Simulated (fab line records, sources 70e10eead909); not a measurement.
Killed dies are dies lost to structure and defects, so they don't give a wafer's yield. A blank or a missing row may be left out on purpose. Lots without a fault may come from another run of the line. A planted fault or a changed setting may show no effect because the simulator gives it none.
fab line records | flow nand_harc | part 2 of 2: steps 31 to 44 of 44
record lots=5 wafers=15 last_day=23
route steps=1159 shown P_ZERO_WELL@18
lots that met no fault: from a run of the same line without faults
start_h: hours from the record's first day to the start of the lot's first wafer shown | wait_h: hours since the lot's step before | " the same as in the row above | L1.1+2: a row that stands for several wafers | - no value, or no start given | * or withheld: withheld | < > ~ a bound
route shown NAME@n: a module of which the file shows steps, and the number in the route of the first | usual: mean/standard deviation of fault-free wafers | same: alike in all rows | chamber/n: place in a boat | sites: the reading at each site | _std_site: their standard deviation | _edge_site: outer sites' mean less inner sites' | radius_mm: how far each site lies from the wafer's centre | mask NAME#n: copy n | behind: the tool/chamber that last shaped the wafer | hold: why the lot was held/for how many hours/how that ended | device: the transistor (n, p or np) that didn't switch | end of line: the same wafers' tests at the end of the route | a step without rows: its recipe alone | killed: dies lost to structure and defects at the first sort, not the wafer's yield | map: a wafer's dies, x killed, . not, _ none there
set.NAME: the setting as run; set.NAME@STEP: as run at that earlier step | model.NAME: the simulator's own value behind a step, which no gauge read
lots at some steps of the route; a table a step, a row a wafer
services: from which hour (start_h, from the record's first day; less than 0 if before it) a tool's chamber was out of use, for how many hours, and why
## steps
# step NHARC_P_ZERO_WELL_IMPLANT_59
# recipe energy_kev=120 dose_cm2=5e+12 tilt_deg=7
# usual beam_on_s=10.02/0.2 faraday_current_uA=63.3/1.3
# columns lot.wafer tool chamber start_h wait_h beam_on_s faraday_current_uA
L074.2 implanter-01 0 16.55 0.1 9.94 63.6
L074.3 " 0 " " 10.22 62.1
L074.4 " 0 " " 10.34 61.3
L077.2 implanter-02 0 34.65 0.1 9.95 63.4
L077.3 " 0 " " 9.70 65.0
L077.5 " 0 " " 9.69 65.5
L082.2 implanter-02 0 65.07 0.1 9.90 64.5
L082.3 " 0 " " 9.81 64.7
L082.5 " 0 " " 10.39 61.2
L087.2 implanter-01 0 94.78 0.1 9.84 64.3
L087.3 " 0 " " 9.90 64.3
L087.5 " 0 " " 9.48 66.4
L091.1 implanter-02 0 118.51 0.1 9.88 63.9
L091.2 " 0 " " 10.33 61.7
L091.3 " 0 " " 9.94 63.9
# step NHARC_P_ZERO_WELL_IMPLANT_60
# recipe energy_kev=30 dose_cm2=2e+12 tilt_deg=7
# usual beam_on_s=10.00/0.18 faraday_current_uA=25.4/0.47
# columns lot.wafer tool chamber start_h wait_h beam_on_s faraday_current_uA
L074.2 implanter-01 0 16.73 0.1 10.10 25.1
L074.3 " 0 " " 10.22 24.8
L074.4 " 0 " " 10.20 24.9
L077.2 implanter-02 0 34.83 0.2 9.92 25.7
L077.3 " 0 " " 9.92 25.5
L077.5 " 0 " " 9.92 25.6
L082.2 implanter-02 0 65.25 0.1 10.03 25.3
L082.3 " 0 " " 10.15 25.0
L082.5 " 0 " " 10.35 24.5
L087.2 implanter-01 0 94.96 0.1 9.79 25.9
L087.3 " 0 " " 10.00 25.3
L087.5 " 0 " " 10.32 24.6
L091.1 implanter-02 0 118.69 0.2 9.86 25.7
L091.2 " 0 " " 10.25 24.8
L091.3 " 0 " " 10.17 24.9
# step NHARC_P_ZERO_WELL_STRIP_41
# recipe time_s=840 temp_c=130 chemistry=SPM
# usual bath_guard_temp_C=130.0/0.4
# columns lot.wafer tool chamber start_h wait_h bath_guard_temp_C
L074.3 wet_bench-06 3 16.93 0.1 129.8
L074.4 " 4 " " 129.3
L074.2 " 5 " " 130.6
L077.3 wet_bench-07 4 35.02 0.1 130.0
L077.5 " 0 " " 130.3
L077.2 " 1 " " 130.8
L082.3 wet_bench-03 1 65.45 0.1 129.4
L082.5 " 2 " " 130.9
L082.2 " 4 " " 130.2
L087.5 wet_bench-06 1 95.15 0.1 129.9
L087.3 " 3 " " 130.2
L087.2 " 5 " " 130.3
L091.1 wet_bench-06 7 118.91 0.2 129.3
L091.3 " 1 " " 129.9
L091.2 " 3 " " 129.9
# step NHARC_P_ZERO_WELL_DEHYDRATE_44
# recipe temp_c=150 time_s=120
# columns lot.wafer tool chamber start_h wait_h
L074.2+3+4 litho_track-05 0 17.25 -
L077.2+3+5 litho_track-02 0 35.35 -
L082.2+3+5 litho_track-02 0 65.76 -
L087.2+3+5 litho_track-05 0 95.47 -
L091.1+2+3 litho_track-05 0 119.24 -
# step NHARC_P_ZERO_WELL_HMDS_45
# recipe time_s=30
# columns lot.wafer tool chamber start_h wait_h
L074.2+3+4 litho_track-05 0 - -
L077.2+3+5 litho_track-02 0 - -
L082.2+3+5 litho_track-02 0 - -
L087.2+3+5 litho_track-05 0 - -
L091.1+2+3 litho_track-05 0 - -
# step NHARC_P_ZERO_WELL_COAT_46
# recipe spin_rpm=withheld
# columns lot.wafer tool chamber start_h wait_h
L074.2+3+4 litho_track-05 0 - -
L077.2+3+5 litho_track-02 0 - -
L082.2+3+5 litho_track-02 0 - -
L087.2+3+5 litho_track-05 0 - -
L091.1+2+3 litho_track-05 0 - -
# step NHARC_P_ZERO_WELL_SOFTBAKE_47
# recipe temp_c=122 time_s=95
# columns lot.wafer tool chamber start_h wait_h
L074.2+3+4 litho_track-05 0 - -
L077.2+3+5 litho_track-02 0 - -
L082.2+3+5 litho_track-02 0 - -
L087.2+3+5 litho_track-05 0 - -
L091.1+2+3 litho_track-05 0 - -
# step NHARC_P_ZERO_WELL_EBR_48
# columns lot.wafer tool chamber start_h wait_h
L074.2+3+4 litho_track-05 0 - -
L077.2+3+5 litho_track-02 0 - -
L082.2+3+5 litho_track-02 0 - -
L087.2+3+5 litho_track-05 0 - -
L091.1+2+3 litho_track-05 0 - -
# step NHARC_P_ZERO_WELL_EXPOSE_49
# recipe na=0.6 target_cd_nm=2000 dose_mj=22.64 mask_id=P_HVPW
# columns lot.wafer tool chamber start_h wait_h mask
L074.2+3+4 krf_scanner-01 0 17.53 - P_HVPW#0
L077.2+3+5 krf_scanner-03 0 35.50 - P_HVPW#0
L082.2+3+5 krf_scanner-02 0 66.04 - P_HVPW#0
L087.2+3+5 krf_scanner-01 0 95.74 - P_HVPW#0
L091.1+2+3 krf_scanner-01 0 119.51 - P_HVPW#0
# step NHARC_P_ZERO_WELL_PEB_50
# recipe peb_temp_c=118 peb_time_s=85
# columns lot.wafer tool chamber start_h wait_h
L074.2+3+4 litho_track-05 0 17.59 0.1
L077.2+3+5 litho_track-07 0 35.56 0.1
L082.2+3+5 litho_track-02 0 66.11 0.1
L087.2+3+5 litho_track-07 0 95.81 0.1
L091.1+2+3 litho_track-05 0 119.58 0.1
# step NHARC_P_ZERO_WELL_DEVELOP_51
# recipe time_s=70
# columns lot.wafer tool chamber start_h wait_h
L074.2+3+4 litho_track-05 0 - -
L077.2+3+5 litho_track-07 0 - -
L082.2+3+5 litho_track-02 0 - -
L087.2+3+5 litho_track-07 0 - -
L091.1+2+3 litho_track-05 0 - -
# step NHARC_P_ZERO_WELL_CD_MEAS_52
# recipe target_cd_nm=2000 landing_energy_ev=500
# usual cd_nm=2001.8/2.8
# columns lot.wafer tool chamber start_h wait_h cd_nm
L074.2 cd_sem-03 0 17.68 - 2000.2
L074.3 " 0 " " 2002.1
L074.4 " 0 " " 2002.8
L077.2 cd_sem-02 0 35.66 - 2002.5
L077.3 " 0 " " 2004.7
L077.5 " 0 " " 2006.8
L082.2 cd_sem-01 0 66.20 - 1997.2
L082.3 " 0 " " 1998.1
L082.5 " 0 " " 1996.4
L087.2 cd_sem-01 0 95.90 - 2006.6
L087.3 " 0 " " 2005.6
L087.5 " 0 " " 2002.9
L091.1 cd_sem-01 0 119.67 - 2004.1
L091.2 " 0 " " 2001.9
L091.3 " 0 " " 2003.0
# step NHARC_P_ZERO_WELL_HARDBAKE_53
# recipe temp_c=125 time_s=80
# columns lot.wafer tool chamber start_h wait_h
L074.2+3+4 litho_track-05 0 17.77 -
L077.2+3+5 litho_track-02 0 35.74 -
L082.2+3+5 litho_track-07 0 66.28 -
L087.2+3+5 litho_track-07 0 95.98 -
L091.1+2+3 litho_track-05 0 119.75 -
# step NHARC_P_ZERO_WELL_DESCUM_54
# recipe time_s=3 o2_flow_sccm=200 ar_flow_sccm=0 bias_power_w=0 chemistry=O2
# usual drypump_motor_current_A=5.7/0.47 oes_product_au=1.002/0.011 rf_vpp_V=57.9/0.95 showerhead_plenum_p_Torr=1.94/0.064 throttle_valve_pct=11.312/0.0094
# same bias_power_w=0
# columns lot.wafer tool chamber start_h wait_h drypump_motor_current_A oes_product_au rf_hours_counter_h rf_vpp_V showerhead_plenum_p_Torr throttle_valve_pct
L074.4 rie_diel-12 0 17.85 - 4.9 1.017 7 58.8 1.99 11.318
L074.2 " 2 " " 5.4 0.978 8 59.5 2.03 11.318
L074.3 " 3 " " 5.7 0.992 7 58.0 1.97 11.327
L077.3 rie_diel-10 0 35.81 - 5.6 0.993 2 57.3 1.92 11.315
L077.2 " 2 " " 5.7 1.006 1 55.5 1.82 11.314
L077.5 " 1 " " 6.5 1.003 - 56.6 1.88 11.307
L082.2 rie_diel-12 1 66.36 - 4.9 1.016 1 58.3 1.90 11.304
L082.3 " 3 " " 5.7 0.999 0 57.6 1.97 11.332
L082.5 " 2 " " 5.4 1.000 - 56.3 2.03 11.321
L087.3 rie_diel-10 3 96.06 - 6.1 0.972 8 57.5 2.00 11.292
L087.2 " 0 " " 5.6 1.001 7 59.0 1.92 11.318
L087.5 " 3 " " 6.1 0.973 - 58.0 2.00 11.334
L091.3 rie_diel-10 1 119.83 - 6.5 1.011 11 57.8 1.88 11.318
L091.2 " 2 " " 5.7 1.006 8 57.3 1.81 11.323
L091.1 " 3 " " 6.1 0.979 9 58.0 2.00 11.306
## services
# columns tool chamber start_h hours kind
litho_track-02 - -10.00 7.0 pm
krf_scanner-03 - -4.00 4.0 pm
rie_diel-02 3 -3.41 19.9 repair
rie_diel-10 - -0.50 9.0 pm
rie_diel-10 2 12.44 9.5 repair
litho_track-07 - 14.00 7.0 pm
rie_diel-12 - 25.47 9.0 pm
rie_diel-10 2 28.00 3.4 repair
rie_diel-02 - 35.67 0.8 repair
krf_scanner-02 - 38.00 4.0 pm
krf_scanner-03 - 42.97 54.0 repair
rie_diel-10 0 50.84 4.0 repair
rie_si-01 0 57.60 1.8 repair
rie_si-05 - 62.00 9.0 pm
litho_track-05 - 62.01 7.0 pm
rie_si-01 1 71.39 22.2 repair
implanter-01 - 75.47 2.2 repair
rie_diel-02 3 83.66 6.2 repair
krf_scanner-01 - 84.00 4.0 pm
implanter-02 - 85.00 13.0 pm
rie_si-01 0 85.43 14.5 repair
wet_bench-07 - 96.00 8.0 pm
rie_si-04 - 99.00 9.0 pm
rie_diel-12 2 102.08 16.6 repair
